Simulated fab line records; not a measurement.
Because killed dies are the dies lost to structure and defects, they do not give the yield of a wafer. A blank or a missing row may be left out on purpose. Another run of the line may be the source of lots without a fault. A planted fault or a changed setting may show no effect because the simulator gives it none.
Shared-tool check | flow n5Finfet | Sample size 10 lots and 29 wafers

REASON IT WAS OPENED
1 of 10 lots carry a flag on the reading ION_P at N5_BEOL_M4_RC_MEAS_101. Wafers without a fault read 461 uA/um, standard deviation 7.4.
Rule: flag the lot when none of its wafers has a number, or when each of its wafers that has one lies beyond 4 standard deviations from that mean. All remaining lots are regarded as sound.

lot  | measured     | on        | ION_P (uA/um), wafer by wafer | flag
L440 | day 7 13:00  | prober-02 | 469 473                       | 
L441 | day 7 15:59  | prober-02 | 471 462 464                   | 
L445 | day 8 20:27  | prober-01 | 392 385 385                   | FLAGGED
L446 | day 9 00:52  | prober-01 | 460 461 464                   | 
L449 | day 9 14:40  | prober-02 | 452 461 455                   | 
L454 | day 11 05:43 | prober-01 | 474 457 467                   | 
L455 | day 11 16:39 | prober-02 | 457 451 459                   | 
L458 | day 11 21:50 | prober-01 | 465 461 464                   | 
L462 | day 13 07:39 | prober-01 | 455 456 463                   | 
L463 | day 13 10:01 | prober-01 | 466 472 478                   | 
The numbers of the flagged lots are 387 uA/um on average: -74 uA/um against the usual, or -10 standard deviations.

TOOL THAT RAN EACH LOT
Before the reading, the record contains 3 process steps out of a 1938-step route. Every cell lists first the tool, next ch and the chambers used by the sampled wafers, and last the start.
lot  | flag    | N5_SDB_ALD_29                   | N5_BEOL_M4_SPUTTER_88       | N5_BEOL_M4_SPUTTER_90
L440 |         | aldSin-02 ch 1,2, day 3 19:43   | pvdSputter-02, day 7 10:50  | pvdSputter-02, day 7 11:04
L441 |         | aldSin-03 ch 1,2,3, day 4 00:04 | pvdSputter-01, day 7 13:40  | pvdSputter-01, day 7 13:53
L445 | FLAGGED | aldSin-03 ch 0,2,3, day 5 00:49 | pvdSputter-02, day 8 17:38  | pvdSputter-02, day 8 17:52
L446 |         | aldSin-04 ch 1,3, day 5 07:13   | pvdSputter-01, day 8 22:50  | pvdSputter-01, day 8 23:03
L449 |         | aldSin-02 ch 1,2, day 5 23:40   | pvdSputter-03, day 9 12:10  | pvdSputter-03, day 9 12:23
L454 |         | aldSin-04 ch 0,2,3, day 7 07:25 | pvdSputter-01, day 11 03:40 | pvdSputter-01, day 11 03:53
L455 |         | aldSin-02 ch 0,2,3, day 7 16:29 | pvdSputter-03, day 11 14:36 | pvdSputter-03, day 11 14:50
L458 |         | aldSin-04 ch 2,3, day 8 06:28   | pvdSputter-02, day 11 19:41 | pvdSputter-02, day 11 19:55
L462 |         | aldSin-04 ch 0,2,3, day 9 07:01 | pvdSputter-02, day 13 05:20 | pvdSputter-02, day 13 05:33
L463 |         | aldSin-04 ch 0,3, day 9 12:13   | pvdSputter-02, day 13 07:52 | pvdSputter-02, day 13 08:05
These steps, and what they do:
- N5_SDB_ALD_29: deposits SiNx, target thk 30 nm, pulse time 1 s, ald cycles 600.
- N5_BEOL_M4_SPUTTER_88: material Cu, target thk 4.5 nm, time 8.29 s.
- N5_BEOL_M4_SPUTTER_90: material Cu, target thk 4.5 nm, time 8.29 s.
- N5_BEOL_M4_RC_MEAS_101

FLAGGED OVER TOTAL, TOOL BY TOOL (the gauges that took the reading come last)
step                   | tool          | lots run | flagged | share of the flagged lots | sound lots run after its first flagged lot
N5_SDB_ALD_29          | aldSin-02     | 3        | 0       | none                      | -
N5_SDB_ALD_29          | aldSin-03     | 2        | 1       | all                       | 0
N5_SDB_ALD_29          | aldSin-04     | 5        | 0       | none                      | -
N5_BEOL_M4_SPUTTER_88  | pvdSputter-01 | 3        | 0       | none                      | -
N5_BEOL_M4_SPUTTER_88  | pvdSputter-02 | 5        | 1       | all                       | 3 (L458,L462,L463)
N5_BEOL_M4_SPUTTER_88  | pvdSputter-03 | 2        | 0       | none                      | -
N5_BEOL_M4_SPUTTER_90  | pvdSputter-01 | 3        | 0       | none                      | -
N5_BEOL_M4_SPUTTER_90  | pvdSputter-02 | 5        | 1       | all                       | 3 (L458,L462,L463)
N5_BEOL_M4_SPUTTER_90  | pvdSputter-03 | 2        | 0       | none                      | -
N5_BEOL_M4_RC_MEAS_101 | prober-01     | 6        | 1       | all                       | 5 (L446,L454,L458,L462,L463)
N5_BEOL_M4_RC_MEAS_101 | prober-02     | 4        | 0       | none                      | -

WHAT THE TABLE ALLOWS
4 rows of the table ran every flagged lot: aldSin-03 at N5_SDB_ALD_29, pvdSputter-02 at N5_BEOL_M4_SPUTTER_88, pvdSputter-02 at N5_BEOL_M4_SPUTTER_90, prober-01 at N5_BEOL_M4_RC_MEAS_101.
- aldSin-03 at N5_SDB_ALD_29 ran 2 lots, 1 of them flagged. It ran its last sound lot, L441, at day 4 00:04 and its first flagged lot, L445, at day 5 00:49: a fault with its onset between the two fits.
- pvdSputter-02 at N5_BEOL_M4_SPUTTER_88 ran 5 lots, 1 of them flagged. Lots that were sound ran on it after the first flagged one (L458, L462, L463); a persistent fault on the entire tool would not allow that.
- pvdSputter-02 at N5_BEOL_M4_SPUTTER_90 ran 5 lots, 1 of them flagged. Lots that were sound ran on it after the first flagged one (L458, L462, L463); a persistent fault on the entire tool would not allow that.
- prober-01 at N5_BEOL_M4_RC_MEAS_101 ran 6 lots, 1 of them flagged. Lots that were sound ran on it after the first flagged one (L446, L454, L458, L462, L463); a persistent fault on the entire tool would not allow that.
What remains is a single tool, aldSin-03 at N5_SDB_ALD_29.

WHAT THE SIMULATOR HAD PUT IN
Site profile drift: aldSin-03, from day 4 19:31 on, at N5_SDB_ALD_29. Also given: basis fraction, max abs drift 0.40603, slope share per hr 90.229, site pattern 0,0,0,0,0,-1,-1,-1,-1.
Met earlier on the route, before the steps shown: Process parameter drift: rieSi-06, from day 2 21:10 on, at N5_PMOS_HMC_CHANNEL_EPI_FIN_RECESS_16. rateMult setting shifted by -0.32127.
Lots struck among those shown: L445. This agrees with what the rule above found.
